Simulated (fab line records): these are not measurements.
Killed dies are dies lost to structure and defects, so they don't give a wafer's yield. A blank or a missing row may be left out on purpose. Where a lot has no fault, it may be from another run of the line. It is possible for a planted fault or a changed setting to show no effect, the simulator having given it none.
fab line records + flow n5-finfet
record
- lots=6
- wafers=17
- last-day=17
route steps=1938 shown FIN_SAQP@117 PASSIVATION@1936
lots untouched by any fault: they come from a run of this same line in which no faults occurred
start-h: the number of hours between the record's first day and the start of the first shown wafer of the lot + wait-h: hours since the lot's step before + " unchanged from the row above + L1.1+2: one row covering several wafers at once + - no value, or no start was given + * or withheld: withheld + < > ~ a bound
route shown NAME@n: NAME is a module with steps in the file, n the number in the route of the first one + usual: the fault-free wafers' mean and standard deviation + same: alike in all rows + chamber/n: place in a boat + sites: per-site readings + _std_site: their standard deviation + _edge_site: mean of outer sites minus mean of inner sites + radius-mm: for every site, how far away it sits from the centre of the wafer + mask NAME#n: copy n + behind: tool/chamber where the wafer was last shaped + hold: what put the lot on hold/how long, in hours/how the hold closed + device: the transistor (n, p or np) that didn't switch + end of line: the route-end tests of the same wafers + step lacking rows: just its recipe + killed: at the first sort, the dies lost to defects and structure; wafer yield is something else + map: per-die view of a wafer (x killed, . not killed, _ where there is no die)
set.NAME: the setting that was run; set.NAME@STEP: the one run at that earlier step + model.NAME: the simulator's own value behind a step, which no gauge read
lots at selected steps of the route; one table per step, one row per wafer
services: a tool's chamber out of use, with start hour (start-h, from the record's first day; less than 0 if before it), hours out, and reason
## steps
# step N5_FIN_SAQP_STRIP_53
# recipe
- chemistry=N2/H2
- temp-c=40
- n2-flow-sccm=200
- h2-flow-sccm=200
- rf-frequency-hz=6e+07
# step N5_FIN_SAQP_HM_OPEN_73
# recipe
- chemistry=CHF3/O2
- target=SiO2
- stop-on=a-Si
- target-depth-a=120
- over-etch-frac=1.8
- mask-material=SOC
- time-s=16.8
- pressure-mtorr=30
- source-w=650
- bias-w=170
- Ar_flow_sccm=200
- CHF3_flow_sccm=50
- O2_flow_sccm=5
- ion-energy-ev=200
- ends=end-point
# step N5_FIN_SAQP_STRIP_74
# recipe
- chemistry=CHF3/O2
- resist=SiARC
- rf-frequency-hz=6e+07
# step N5_FIN_SAQP_MANDREL_ETCH_22
# recipe
- target-depth-a=600
- chemistry=HBr/Cl2
- target=a-Si
- stop-on=SiNx
- bt-time-s=10
- over-etch-frac=0.5
- time-s=30
- pressure-mtorr=10
- icp-w=800
- bias-w=75
- HBr_flow_sccm=150
- Cl2_flow_sccm=80
- ends=end-point
# usual
- drypump-motor-current-A=5.8/0.48
- oes-product-au=0.771/0.014
- throttle-valve-pct=35.33/0.3
| lot.wafer | tool      | chamber | start-h | wait-h | drypump-motor-current-A | oes-product-au | rf-hours-counter-h | throttle-valve-pct |
|-----------|-----------|---------|---------|--------|-------------------------|----------------|--------------------|--------------------|
| L163.4    | rie-si-05 | 2       | 27.98   | 0.0    | 6.3                     | 0.757          | 92                 | 35.30              |
| L163.5    | "         | 1       | "       | "      | 5.0                     | 0.787          | -                  | 35.28              |
| L163.6    | "         | 0       | "       | "      | 6.4                     | 0.777          | -                  | 35.34              |
| L169.1    | rie-si-06 | 3       | 64.31   | 0.0    | 6.1                     | 0.753          | 51                 | 35.59              |
| L169.2    | "         | 1       | "       | "      | 6.1                     | 0.790          | 59                 | 35.15              |
| L169.6    | "         | 0       | "       | "      | 5.2                     | 0.780          | -                  | 35.44              |
| L175.2    | rie-si-06 | 0       | 103.98  | 0.0    | 5.2                     | 0.765          | 168                | 35.46              |
| L175.3    | "         | 1       | "       | "      | 6.1                     | 0.787          | 60                 | 35.15              |
| L175.4    | "         | 2       | "       | "      | 5.5                     | 0.763          | 32                 | 35.62              |
| L181.2    | rie-si-06 | 3       | 138.39  | 0.0    | 6.1                     | 0.756          | 52                 | 35.57              |
| L181.5    | "         | 0       | "       | "      | 5.2                     | 0.783          | -                  | 35.45              |
| L182.3    | rie-si-06 | 1       | 142.51  | 0.0    | 6.1                     | 0.790          | 60                 | 35.16              |
| L182.4    | "         | 0       | "       | "      | 5.2                     | 0.778          | 169                | 35.44              |
| L182.5    | "         | 2       | "       | "      | 5.5                     | 0.770          | -                  | 35.65              |
| L184.2    | rie-si-01 | 2       | 153.65  | 0.0    | 6.5                     | 0.758          | 26                 | 35.27              |
| L184.3    | "         | 3       | "       | "      | 5.8                     | 0.767          | 2                  | 35.56              |
| L184.5    | "         | 1       | "       | "      | 5.8                     | 0.759          | -                  | 34.42              |
# step N5_FIN_SAQP_STRIP_55
# recipe
- chemistry=N2/H2
- power-w=500
- temp-c=40
- pressure-mtorr=50
- rf-frequency-hz=6e+07
- overash-fraction=0.3
- bias-power-w=28
- h2-frac=0.5
- n2-flow-sccm=300
- h2-flow-sccm=300
# usual
- drypump-motor-current-A=6.0/0.45
- h2-flow-sccm=300.1/0.79
- n2-flow-sccm=300.1/0.94
- oes-product-au=0.76/0.081
- rf-vpp-V=121.9/1.4
- showerhead-plenum-p-Torr=3.36/0.091
- throttle-valve-pct=18.9/0.31
| lot.wafer | tool        | chamber | start-h | wait-h | drypump-motor-current-A | h2-flow-sccm | n2-flow-sccm | oes-product-au | rf-hours-counter-h | rf-vpp-V | showerhead-plenum-p-Torr | throttle-valve-pct |
|-----------|-------------|---------|---------|--------|-------------------------|--------------|--------------|----------------|--------------------|----------|--------------------------|--------------------|
| L163.4    | rie-diel-04 | 3       | 28.08   | 0.1    | 6.1                     | 301.2        | 300.3        | 0.88           | 62                 | 121.8    | 3.27                     | 18.8               |
| L163.5    | "           | 1       | "       | "      | 6.1                     | 299.2        | 299.4        | 0.74           | -                  | 125.2    | 3.48                     | 18.6               |
| L163.6    | "           | 0       | "       | "      | 6.6                     | 299.3        | 301.0        | 0.73           | -                  | 122.3    | 3.48                     | 18.7               |
| L169.1    | rie-diel-04 | 1       | 64.45   | 0.1    | 6.1                     | 299.8        | 300.1        | 0.74           | 184                | 122.6    | 3.48                     | 18.6               |
| L169.2    | "           | 2       | "       | "      | 6.4                     | 299.4        | 299.4        | 0.74           | 169                | 122.1    | 3.36                     | 19.1               |
| L169.6    | "           | 1       | "       | "      | 6.1                     | 300.0        | 299.0        | 0.74           | -                  | 121.8    | 3.48                     | 18.6               |
| L175.2    | rie-diel-04 | 3       | 104.19  | 0.2    | 6.1                     | 301.8        | 298.5        | 0.83           | 89                 | 122.3    | 3.26                     | 18.8               |
| L175.3    | "           | 2       | "       | "      | 6.4                     | 301.1        | 299.1        | 0.71           | 183                | 123.2    | 3.35                     | 19.1               |
| L175.4    | "           | 1       | "       | "      | 6.1                     | 300.0        | 301.6        | 0.71           | 200                | 121.2    | 3.47                     | 18.6               |
| L181.2    | rie-diel-05 | 0       | 138.49  | 0.1    | 5.9                     | 299.1        | 299.0        | 0.68           | 225                | 120.7    | 3.20                     | 18.9               |
| L181.5    | "           | 0       | "       | "      | 5.9                     | 299.2        | 298.8        | 0.68           | -                  | 119.9    | 3.20                     | 18.9               |
| L182.3    | rie-diel-04 | 2       | 142.61  | 0.1    | 6.4                     | 299.4        | 301.2        | 0.71           | 197                | 122.8    | 3.34                     | 19.1               |
| L182.4    | "           | 1       | "       | "      | 6.1                     | 300.0        | 299.6        | 0.70           | -                  | 122.0    | 3.46                     | 18.6               |
| L182.5    | "           | 3       | "       | "      | 6.1                     | 299.6        | 302.3        | 0.81           | -                  | 121.4    | 3.25                     | 18.8               |
| L184.2    | rie-diel-05 | 0       | 153.75  | 0.1    | 5.9                     | 299.6        | 300.1        | 0.68           | 230                | 123.5    | 3.20                     | 18.9               |
| L184.3    | "           | 2       | "       | "      | 6.0                     | 299.0        | 299.3        | 0.69           | 235                | 121.6    | 3.19                     | 19.3               |
| L184.5    | "           | 2       | "       | "      | 6.0                     | 299.8        | 299.1        | 0.69           | -                  | 119.4    | 3.19                     | 19.3               |
# step N5_FIN_SAQP_STRIP_23
# recipe
- chemistry=SPM
- time-s=750
- temp-c=130
- h2so4-h2o2-vol-ratio=4
# step N5_FIN_SAQP_SRD_66
# recipe
- dry=ipa-marangoni
- time-s=30
- temp-c=23
- rinse-liquid=diw
# step N5_FIN_SAQP_RECESS_75
# recipe
- chemistry=HF/NH3
- target=SiO2
- target-depth-a=144
- afs-cycles=3
- temp-c=30
- sublimation-temp-c=180
- sublimation-time-s=60
# step N5_FIN_SAQP_SPACER1_ALD_24
# recipe
- material=SiO2
- target-thk-a=203
- temp-c=300
- ald-precursor-family=BDEAS
- ald-co-reactant=O2-plasma
- pulse-time-s=1
- purge-time-s=2
- co-reactant-purge-time-s=2
- ald-cycles=218
- pressure-torr=2
# usual
- heater-power-w=469/41
- precursor-pulse-height-rel=1.002/0.018
# same
- co-reactant-purge-time-s=2
| lot.wafer | tool       | chamber | start-h | wait-h | heater-power-w | precursor-pulse-height-rel |
|-----------|------------|---------|---------|--------|----------------|----------------------------|
| L163.4    | ald-sin-04 | 2       | 28.79   | 0.1    | 472            | 1.024                      |
| L163.5    | "          | 1       | "       | "      | 477            | 0.981                      |
| L163.6    | "          | 2       | "       | "      | 467            | 0.992                      |
| L169.1    | ald-sin-02 | 2       | 65.18   | 0.3    | 476            | 1.022                      |
| L169.2    | "          | 0       | "       | "      | 417            | 0.994                      |
| L169.6    | "          | 1       | "       | "      | 521            | 0.990                      |
| L175.2    | ald-sin-03 | 1       | 104.92  | 0.3    | 510            | 0.989                      |
| L175.3    | "          | 2       | "       | "      | 494            | 1.011                      |
| L175.4    | "          | 3       | "       | "      | 527            | 1.013                      |
| L181.2    | ald-sin-04 | 1       | 139.35  | 0.4    | 477            | 1.001                      |
| L181.5    | "          | 3       | "       | "      | 449            | 1.020                      |
| L182.3    | ald-sin-02 | 3       | 143.31  | 0.1    | 396            | 1.023                      |
| L182.4    | "          | 0       | "       | "      | 427            | 1.019                      |
| L182.5    | "          | 2       | "       | "      | 492            | 0.997                      |
| L184.2    | ald-sin-03 | 2       | 154.46  | 0.3    | 476            | 1.002                      |
| L184.3    | "          | 0       | "       | "      | 429            | 1.012                      |
| L184.5    | "          | 1       | "       | "      | 505            | 1.002                      |
# step N5_FIN_SAQP_SPACER1_ETCHBACK_25
# recipe
- chemistry=CHF3/O2
- mode=anisotropic-etchback
- target=SiO2
- target-depth-a=244
- time-s=12.2
- pressure-mtorr=30
- source-w=650
- bias-w=170
- Ar_flow_sccm=200
- CHF3_flow_sccm=50
- O2_flow_sccm=5
- ion-energy-ev=200
# step N5_FIN_SAQP_MANDREL1_REMOVE_56
# recipe
- chemistry=HBr/Cl2/O2
- bt-time-s=10
- target=a-Si
- stop-on=SiNx
- endpoint=OES-SiCl
- over-etch-frac=1
- icp-w=600
- bias-w=22
- HBr_flow_sccm=150
- Cl2_flow_sccm=80
- O2_flow_sccm=5
- pressure-mtorr=10
# usual
- drypump-motor-current-A=5.9/0.5
- oes-product-au=1.000/0.011
- throttle-valve-pct=36.6/0.36
| lot.wafer | tool      | chamber | start-h | wait-h | drypump-motor-current-A | oes-product-au | rf-hours-counter-h | throttle-valve-pct |
|-----------|-----------|---------|---------|--------|-------------------------|----------------|--------------------|--------------------|
| L163.4    | rie-si-05 | 1       | 29.59   | 0.1    | 5.0                     | 1.026          | 57                 | 36.6               |
| L163.5    | "         | 0       | "       | "      | 6.4                     | 1.006          | -                  | 36.7               |
| L163.6    | "         | 1       | "       | "      | 5.0                     | 1.013          | -                  | 36.6               |
| L169.1    | rie-si-01 | 2       | 66.10   | 0.1    | 6.5                     | 1.008          | 24                 | 36.6               |
| L169.2    | "         | 1       | "       | "      | 5.8                     | 1.004          | 66                 | 35.8               |
| L169.6    | "         | 2       | "       | "      | 6.5                     | 1.011          | -                  | 36.6               |
| L175.2    | rie-si-06 | 0       | 105.73  | 0.1    | 5.2                     | 0.994          | 168                | 36.8               |
| L175.3    | "         | 3       | "       | "      | 6.0                     | 0.999          | 52                 | 36.9               |
| L175.4    | "         | 1       | "       | "      | 6.1                     | 1.044          | 60                 | 36.5               |
| L181.2    | rie-si-01 | 2       | 140.16  | 0.1    | 6.5                     | 1.016          | 25                 | 36.6               |
| L181.5    | "         | 3       | "       | "      | 5.8                     | 1.001          | -                  | 36.9               |
| L182.3    | rie-si-05 | 1       | 144.27  | 0.1    | 5.0                     | 0.998          | 59                 | 36.6               |
| L182.4    | "         | 0       | "       | "      | 6.4                     | 0.997          | 112                | 36.7               |
| L182.5    | "         | 3       | "       | "      | 5.2                     | 1.002          | -                  | 36.6               |
| L184.2    | rie-si-05 | 0       | 155.26  | 0.1    | 6.4                     | 1.001          | 112                | 36.7               |
| L184.3    | "         | 3       | "       | "      | 5.2                     | 1.006          | 7                  | 36.6               |
| L184.5    | "         | 0       | "       | "      | 6.4                     | 1.006          | -                  | 36.7               |
# step N5_FIN_SAQP_CD_MEAS_27
# recipe
- target-cd-nm=20
- landing-energy-ev=1000
- detector=se-inlens
- polarity=line
# usual
- cd-nm=20.34/0.23
| lot.wafer | tool      | chamber | start-h | wait-h | cd-nm |
|-----------|-----------|---------|---------|--------|-------|
| L163.4    | cd-sem-02 | 0       | 29.71   | 0.1    | 19.96 |
| L163.5    | "         | 0       | "       | "      | 20.09 |
| L163.6    | "         | 0       | "       | "      | 20.05 |
| L169.1    | cd-sem-01 | 0       | 66.21   | 0.1    | 20.60 |
| L169.2    | "         | 0       | "       | "      | 20.04 |
| L169.6    | "         | 0       | "       | "      | 20.23 |
| L175.2    | cd-sem-02 | 0       | 105.84  | 0.1    | 20.35 |
| L175.3    | "         | 0       | "       | "      | 20.61 |
| L175.4    | "         | 0       | "       | "      | 20.59 |
| L181.2    | cd-sem-03 | 0       | 140.27  | 0.1    | 20.38 |
| L181.5    | "         | 0       | "       | "      | 20.32 |
| L182.3    | cd-sem-02 | 0       | 144.38  | 0.1    | 20.16 |
| L182.4    | "         | 0       | "       | "      | 20.68 |
| L182.5    | "         | 0       | "       | "      | 20.37 |
| L184.2    | cd-sem-02 | 0       | 155.38  | 0.1    | 20.42 |
| L184.3    | "         | 0       | "       | "      | 20.06 |
| L184.5    | "         | 0       | "       | "      | 20.14 |
# step N5_FIN_SAQP_ETCH_57
# recipe
- chemistry=CH3F/O2
- target=SiNx
- mask-material=SiO2
- target-depth-a=325
- time-s=46.4
- pressure-mtorr=30
- source-w=395
- bias-w=73
- Ar_flow_sccm=150
- CH3F_flow_sccm=30
- O2_flow_sccm=20
- ion-energy-ev=120
- ends=cleared
# usual
- drypump-motor-current-A=5.9/0.47
- etch-rf-on-time-s=46.6/1
- oes-product-au=0.64/0.066
- rf-vpp-V=294/5.3
- showerhead-plenum-p-Torr=1.99/0.067
- throttle-valve-pct=16.25/0.21
| lot.wafer | tool        | chamber | start-h | wait-h | drypump-motor-current-A | etch-rf-on-time-s | oes-product-au | rf-hours-counter-h | rf-vpp-V | showerhead-plenum-p-Torr | throttle-valve-pct |
|-----------|-------------|---------|---------|--------|-------------------------|-------------------|----------------|--------------------|----------|--------------------------|--------------------|
| L163.4    | rie-diel-04 | 2       | 29.75   | 0.0    | 6.4                     | 47.3              | 0.63           | 157                | 292      | 1.98                     | 16.48              |
| L163.5    | "           | 1       | "       | "      | 6.1                     | 46.8              | 0.63           | -                  | 295      | 2.07                     | 16.09              |
| L163.6    | "           | 0       | "       | "      | 6.6                     | 48.3              | 0.61           | -                  | 301      | 2.08                     | 16.08              |
| L169.1    | rie-diel-05 | 3       | 66.32   | 0.1    | 6.2                     | 47.4              | 0.61           | 191                | 287      | 2.07                     | 16.12              |
| L169.2    | "           | 1       | "       | "      | 5.0                     | 45.2              | 0.64           | 156                | 290      | 2.00                     | 16.13              |
| L169.6    | "           | 1       | "       | "      | 5.0                     | 47.7              | 0.63           | -                  | 288      | 2.00                     | 16.14              |
| L175.2    | rie-diel-05 | 3       | 105.89  | 0.0    | 6.2                     | 46.7              | 0.60           | 207                | 287      | 2.06                     | 16.15              |
| L175.3    | "           | 2       | "       | "      | 5.9                     | 46.2              | 0.60           | 220                | 294      | 1.89                     | 16.47              |
| L175.4    | "           | 0       | "       | "      | 5.9                     | 47.6              | 0.59           | 216                | 288      | 1.89                     | 16.20              |
| L181.2    | rie-diel-05 | 2       | 140.32  | 0.0    | 5.9                     | 45.7              | 0.60           | 230                | 294      | 1.89                     | 16.49              |
| L181.5    | "           | 3       | "       | "      | 6.1                     | 56.0              | 0.54           | -                  | 289      | 2.06                     | 16.18              |
| L182.3    | rie-diel-05 | 1       | 144.43  | 0.0    | 5.0                     | 46.2              | 0.61           | 181                | 288      | 1.99                     | 16.17              |
| L182.4    | "           | 3       | "       | "      | 6.2                     | 48.3              | 0.59           | 218                | 288      | 2.06                     | 16.18              |
| L182.5    | "           | 0       | "       | "      | 5.9                     | 58.7              | 0.52           | -                  | 290      | 1.88                     | 16.24              |
| L184.2    | rie-diel-04 | 2       | 155.42  | 0.0    | 6.4                     | 47.3              | 0.61           | 203                | 293      | 1.97                     | 16.56              |
| L184.3    | "           | 1       | "       | "      | 6.1                     | 45.5              | 0.60           | 219                | 296      | 2.06                     | 16.17              |
| L184.5    | "           | 2       | "       | "      | 6.4                     | 47.2              | 0.60           | -                  | 292      | 1.97                     | 16.58              |
# step N5_FIN_SAQP_ETCH_65
# recipe
- chemistry=CF4
- target=SiO2
- target-depth-a=40
- ion-energy-ev=350
- time-s=4.4
- pressure-mtorr=10
- icp-w=800
- bias-w=400
- cf4-flow-sccm=80
# usual
- cf4-flow-sccm=79.99/0.24
- drypump-motor-current-A=5.8/0.52
- oes-product-au=1.001/0.018
- throttle-valve-pct=21.78/0.29
| lot.wafer | tool      | chamber | start-h | wait-h | cf4-flow-sccm | drypump-motor-current-A | oes-product-au | rf-hours-counter-h | throttle-valve-pct |
|-----------|-----------|---------|---------|--------|---------------|-------------------------|----------------|--------------------|--------------------|
| L163.4    | rie-si-06 | 2       | 29.86   | 0.1    | 79.76         | 5.5                     | 1.018          | 31                 | 22.07              |
| L163.5    | "         | 0       | "       | "      | 80.05         | 5.2                     | 0.998          | -                  | 22.10              |
| L163.6    | "         | 3       | "       | "      | 80.10         | 6.1                     | 0.986          | -                  | 21.91              |
| L169.1    | rie-si-06 | 1       | 66.43   | 0.1    | 79.97         | 6.1                     | 1.057          | 59                 | 21.39              |
| L169.2    | "         | 2       | "       | "      | 80.06         | 5.5                     | 1.022          | 31                 | 22.06              |
| L169.6    | "         | 1       | "       | "      | 80.30         | 6.1                     | 1.046          | -                  | 21.38              |
| L175.2    | rie-si-05 | 0       | 105.99  | 0.1    | 80.01         | 6.4                     | 0.990          | 111                | 21.78              |
| L175.3    | "         | 3       | "       | "      | 79.94         | 5.1                     | 1.015          | 6                  | 21.54              |
| L175.4    | "         | 1       | "       | "      | 80.01         | 5.0                     | 0.996          | 59                 | 21.58              |
| L181.2    | rie-si-05 | 0       | 140.42  | 0.1    | 80.07         | 6.4                     | 0.993          | 112                | 21.78              |
| L181.5    | "         | 2       | "       | "      | 80.12         | 6.4                     | 0.993          | -                  | 22.15              |
| L182.3    | rie-si-01 | 1       | 144.53  | 0.1    | 79.77         | 5.8                     | 1.004          | 68                 | 21.28              |
| L182.4    | "         | 3       | "       | "      | 80.24         | 5.8                     | 0.987          | 2                  | 21.94              |
| L182.5    | "         | 2       | "       | "      | 80.29         | 6.5                     | 1.004          | -                  | 21.68              |
| L184.2    | rie-si-01 | 2       | 155.53  | 0.1    | 79.61         | 6.5                     | 1.004          | 26                 | 21.67              |
| L184.3    | "         | 0       | "       | "      | 80.42         | 6.1                     | 0.975          | 171                | 22.18              |
| L184.5    | "         | 2       | "       | "      | 80.02         | 6.5                     | 1.002          | -                  | 21.68              |
# step N5_PASSIVATION_PROBE_49
# usual
- killed_at_M0_to_M3=34/11
- killed_at_M4_up=14/5.7
- killed-at-contacts=14/6.9
- killed-at-front-end=40/11
- killed-at-other=4/3.1
- killed-dies=105/17
- killed-open=70/13
- killed-short=34/7.6
# same
- gross-dies=1180
- killed-at-back-side=0
| lot.wafer | tool      | chamber | start-h | wait-h | killed_at_M0_to_M3 | killed_at_M4_up | killed-at-contacts | killed-at-front-end | killed-at-other | killed-dies | killed-open | killed-short |
|-----------|-----------|---------|---------|--------|--------------------|-----------------|--------------------|---------------------|-----------------|-------------|-------------|--------------|
| L169.1    | prober-01 | -       | 313.39  | 0.0    | 30                 | 17              | 12                 | 71                  | 2               | 132         | 71          | 58           |
| L169.2    | prober-01 | -       | 313.44  | 0.1    | 49                 | 6               | 11                 | 51                  | 2               | 119         | 67          | 51           |
| L169.6    | prober-01 | -       | 313.64  | 0.3    | 42                 | 9               | 15                 | 51                  | 4               | 121         | 67          | 53           |
| L175.2    | prober-01 | -       | 348.45  | 0.3    | 26                 | 18              | 8                  | 37                  | 1               | 90          | 59          | 31           |
| L175.3    | prober-01 | -       | 348.50  | 0.3    | 31                 | 14              | 9                  | 54                  | 3               | 111         | 75          | 36           |
| L175.4    | prober-01 | -       | 348.55  | 0.4    | 36                 | 11              | 18                 | 28                  | 0               | 93          | 66          | 26           |
| L184.2    | prober-01 | -       | 413.97  | 0.1    | 33                 | 26              | 7                  | 46                  | 1               | 113         | 74          | 37           |
| L184.3    | prober-01 | -       | 414.02  | 0.1    | 42                 | 7               | 8                  | 47                  | 0               | 104         | 76          | 27           |
| L184.5    | prober-01 | -       | 414.12  | 0.2    | 38                 | 9               | 15                 | 42                  | 3               | 107         | 69          | 36           |
# killed by level:class
L169.1 GATE_CUT:geometric-particle:short=22 FIN_SAQP:geometric-particle:short=10 GATE_CUT:geometric-particle:open=10 BEOL_M4:geometric-particle:open=10 FIN_SAQP:geometric-particle:open=8 MOL_CONTACT_COAG:geometric-particle:open=8 BEOL_M0_SAQP:geometric-particle:open=8 BEOL_M0_SAQP:geometric-particle:short=6
L169.2 BEOL_M0_SAQP:geometric-particle:open=15 FIN_SAQP:geometric-particle:open=14 BEOL_M0_SAQP:geometric-particle:short=12 FIN_SAQP:geometric-particle:short=10 BEOL_M2:geometric-particle:short=9 MOL_CONTACT_COAG:geometric-particle:open=8 STARTING-WAFER:geometric-particle:short=8 BEOL_M2:geometric-particle:open=6
L169.6 BEOL_M0_SAQP:geometric-particle:open=19 GATE_CUT:geometric-particle:short=17 FIN_SAQP:geometric-particle:open=12 MOL_CONTACT_COAG:geometric-particle:open=12 BEOL_M0_SAQP:geometric-particle:short=12 FIN_SAQP:geometric-particle:short=11 BEOL_M3:geometric-particle:open=6 DUMMY_GATE:geometric-particle:open=3
L175.2 STI_FIN_REVEAL:geometric-particle:open=11 BEOL_M0_SAQP:geometric-particle:short=8 MOL_CONTACT_COAG:geometric-particle:open=7 BEOL_M4:geometric-particle:open=6 FIN_SAQP:geometric-particle:short=4 BEOL_M0:geometric-particle:open=4 BEOL_M3:geometric-particle:open=4 FIN_CUT:geometric-particle:open=3
L175.3 STI_FIN_REVEAL:geometric-particle:open=24 BEOL_M0_SAQP:geometric-particle:short=10 MOL_CONTACT_COAG:geometric-particle:open=6 BEOL_M0_SAQP:geometric-particle:open=6 STI_FIN_REVEAL:geometric-particle:short=5 BEOL_M2:geometric-particle:open=5 BEOL_M4:geometric-particle:open=5 FIN_SAQP:geometric-particle:open=4
L175.4 MOL_CONTACT_COAG:geometric-particle:open=13 BEOL_M0_SAQP:geometric-particle:open=9 STI_FIN_REVEAL:geometric-particle:open=8 BEOL_M0_SAQP:geometric-particle:short=7 STARTING-WAFER:geometric-particle:short=6 BEOL_M2:geometric-particle:open=5 MOL_CONTACT_COAG:geometric-particle:short=5 BEOL_M3:geometric-particle:open=5
L184.2 STI_FIN_REVEAL:geometric-particle:open=16 BEOL_M0_SAQP:geometric-particle:short=11 BEOL_M4:geometric-particle:open=11 BEOL_M0_SAQP:geometric-particle:open=8 GATE_CUT:geometric-particle:short=7 DUMMY_GATE:geometric-particle:open=6 STI_FIN_REVEAL:geometric-particle:short=6 MOL_CONTACT_COAG:geometric-particle:open=6
L184.3 STI_FIN_REVEAL:geometric-particle:open=18 BEOL_M0_SAQP:geometric-particle:open=15 FIN_SAQP:geometric-particle:open=9 BEOL_M0_SAQP:geometric-particle:short=9 MOL_CONTACT_COAG:geometric-particle:open=6 BEOL_M1:geometric-particle:open=6 BEOL_M2:geometric-particle:open=6 STI_FIN_REVEAL:geometric-particle:short=4
L184.5 BEOL_M0_SAQP:geometric-particle:open=14 FIN_SAQP:geometric-particle:open=13 MOL_CONTACT_COAG:geometric-particle:open=13 BEOL_M0_SAQP:geometric-particle:short=12 FIN_SAQP:geometric-particle:short=9 STI_FIN_REVEAL:geometric-particle:open=7 DUMMY_GATE:geometric-particle:open=6 GATE_CUT:geometric-particle:short=4
## services
| tool        | chamber | start-h | hours | kind                          |
|-------------|---------|---------|-------|-------------------------------|
| ald-sin-03  | 0       | 8.65    | -     | clean                         |
| ald-sin-03  | 1       | 8.65    | -     | clean                         |
| ald-sin-03  | 2       | 8.65    | -     | clean                         |
| rie-si-05   | 0       | 9.52    | 1.0   | repair                        |
| rie-si-01   | 1       | 11.81   | 0.9   | repair                        |
| ald-sin-03  | -       | 15.42   | 1.7   | repair                        |
| ald-sin-04  | 2       | 15.67   | 2.9   | repair                        |
| rie-si-06   | 0       | 22.76   | 1.5   | repair                        |
| rie-si-01   | 3       | 25.42   | -     | clean                         |
| rie-si-01   | 3       | 25.42   | -     | consumable-replace:focus-ring |
| rie-si-01   | 3       | 25.42   | 13.3  | scheduled-down                |
| rie-si-01   | 3       | 25.42   | 13.3  | vent-cycle                    |
| rie-diel-05 | 0       | 37.87   | 5.3   | repair                        |
| ald-sin-03  | 3       | 41.01   | 7.4   | repair                        |
| ald-sin-04  | 1       | 44.29   | 13.1  | repair                        |
| ald-sin-02  | 0       | 52.12   | 9.3   | repair                        |
| ald-sin-04  | -       | 80.53   | 2.8   | pm                            |
| rie-diel-04 | 1       | 111.29  | 4.4   | repair                        |
| rie-si-05   | -       | 127.91  | 2.8   | pm                            |
| rie-si-06   | 3       | 128.35  | 1.9   | repair                        |
| ald-sin-03  | 2       | 129.97  | 7.7   | repair                        |
| rie-diel-04 | 0       | 137.60  | 42.6  | repair                        |
| ald-sin-04  | -       | 147.83  | 1.5   | repair                        |
| rie-si-06   | -       | 154.13  | 28.1  | pm                            |
## key
first-sign
- step=N5_FIN_SAQP_ETCH_57
- reading=etch-rf-on-time-s
- direction=up
- sigmas=10
- usual=*
- struck=*
effect none on later readings
met-at N5_FIN_SAQP_ETCH_57
struck-wafers L181.5,L182.5
tester-left-out L181,L182
onset-between 105.89 140.32
fault
- kind=process-parameter-drift
- tool=rie-diel-05
- chamber=-
- onset-h=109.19
- steps=N5_FIN_SAQP_ETCH_57
- channel=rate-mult
- offset=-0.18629
- shape=step
- end-h=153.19
- scope=struck-wafers-only
# tester-left-out: of these lots the tester's yield and bins aren't shown, on N5 and GAA mostly nor the transistor test; their killed dies are dies lost to structure and defects alone, not to doping, threshold or leakage, so they don't give the yield
